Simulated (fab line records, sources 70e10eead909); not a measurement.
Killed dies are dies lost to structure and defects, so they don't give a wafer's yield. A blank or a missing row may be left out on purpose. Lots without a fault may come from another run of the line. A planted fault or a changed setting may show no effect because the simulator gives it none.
Chamber matching | flow nand_harc | NHARC_A_STAIRCASE_DEP_156 on pecvd-03: 3 sister chambers
The step deposits SiNx, target thk 50 nm. 6 wafers are shown with their chamber, then 7 later ones without.

WAFERS WITH THEIR CHAMBER
wafer  | chamber | heater_power_w (W)
L079.4 | 1       | 676
L082.2 | 2       | 692
L082.4 | 2       | 692
L082.6 | 0       | 773
L093.2 | 0       | 679
L093.3 | 1       | 746

WAFERS WITHOUT THEIR CHAMBER
wafer  | heater_power_w (W)
L093.6 | 737
L097.1 | 730
L097.4 | 711
L097.6 | 705
L096.1 | 742
L096.2 | 732
L096.4 | 731

WHICH CHAMBER EACH WENT THROUGH
wafer  | from the rows above          | in truth
L093.6 | can't be placed: 0 or 1 or 2 | 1
L097.1 | can't be placed: 0 or 1 or 2 | 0
L097.4 | can't be placed: 1 or 0 or 2 | 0
L097.6 | can't be placed: 1 or 2 or 0 | 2
L096.1 | can't be placed: 0 or 1 or 2 | 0
L096.2 | can't be placed: 0 or 1 or 2 | 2
L096.4 | can't be placed: 0 or 1 or 2 | 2
Placed correctly: 0 of 7. Can't be placed from these rows: 7 (the true chamber is among the candidates in 7). Placed wrongly: 0.
How it was worked out, from the rows above alone: a wafer's distance from a chamber is the root of the sum, over the readings, of the square of ((its reading less the chamber's mean) divided by the reading's scatter). The wafer belongs to the nearest chamber; if the next one is less than 2 further off, it can't be placed. A chamber's mean is the mean of its shown wafers. The scatter: the root of (the sum of the squares of (reading less its chamber's mean) over the shown wafers, divided by (wafers less chambers)).
